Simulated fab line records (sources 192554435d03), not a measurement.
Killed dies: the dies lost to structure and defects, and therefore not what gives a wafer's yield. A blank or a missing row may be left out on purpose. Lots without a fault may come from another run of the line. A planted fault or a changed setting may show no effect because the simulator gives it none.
Matching of chambers	flow n5Finfet	N5_BEOL_M8_ETCH_66 on rieDiel-04: 4 sister chambers
The step etches SOC in N2/H2, target depth 80 nm, overetch 16 nm, time 120 s. 18 wafers are shown with their chamber, then 9 later ones without.

## EACH WAFER AND ITS CHAMBER
wafer	chamber	drypumpMotorCurrentA (A)	throttleValvePct (%)	showerheadPlenumPTorr (Torr)
L074.1	1	5.3	17.83	2.67
L074.2	3	5.8	17.63	2.59
L074.3	0	6.7	17.84	2.41
L074.4	2	5.5	18.07	2.54
L074.5	3	5.8	17.63	2.59
L074.6	0	6.7	17.85	2.41
L077.1	1	5.3	17.85	2.67
L077.3	2	5.5	18.09	2.53
L077.5	0	6.6	17.87	2.40
L079.3	2	5.5	18.07	2.53
L079.4	3	5.9	17.66	2.58
L079.5	2	5.5	18.06	2.53
L081.2	3	5.9	17.64	2.58
L081.4	2	5.5	18.09	2.53
L081.6	1	5.3	17.86	2.67
L087.1	2	5.5	18.13	2.52
L087.2	1	5.3	17.90	2.66
L087.6	0	6.7	17.49	2.71

SIGNATURES (averages over the wafers above)
reading	chamber 0	chamber 1	chamber 2	chamber 3	scatter within a chamber
drypumpMotorCurrentA	6.675	5.300	5.500	5.850	0.0354
throttleValvePct	17.7625	17.8600	18.0850	17.6400	0.0869
showerheadPlenumPTorr	2.4825	2.6675	2.5300	2.5850	0.0704
Rule: a wafer's distance from a chamber is the root of the sum, over the readings, of the square of ((its reading less the chamber's mean) divided by the reading's scatter). The wafer belongs to the nearest chamber; if the next one is less than 2 further off, it can't be placed. The scatter: the root of (the sum of the squares of (reading less its chamber's mean) over the shown wafers, divided by (wafers less chambers)).

## WAFERS WHOSE CHAMBER IS MISSING
wafer	drypumpMotorCurrentA (A)	throttleValvePct (%)	showerheadPlenumPTorr (Torr)
L088.4	5.3	17.90	2.66
L088.5	6.7	17.48	2.71
L088.6	5.5	18.13	2.52
L093.1	5.8	17.71	2.57
L093.3	5.3	17.93	2.65
L093.4	6.7	17.50	2.71
L095.2	5.3	17.92	2.65
L095.3	5.5	18.14	2.52
L095.4	6.7	17.50	2.71

## WHICH CHAMBER EACH ONE RAN IN
wafer	from the rows above	in truth
L088.4	1	1
L088.5	0	0
L088.6	2	2
L093.1	3	3
L093.3	1	1
L093.4	0	0
L095.2	1	1
L095.3	2	2
L095.4	0	0
9 of 9 placed correctly. Can't be placed from these rows: 0. 0 placed wrongly.
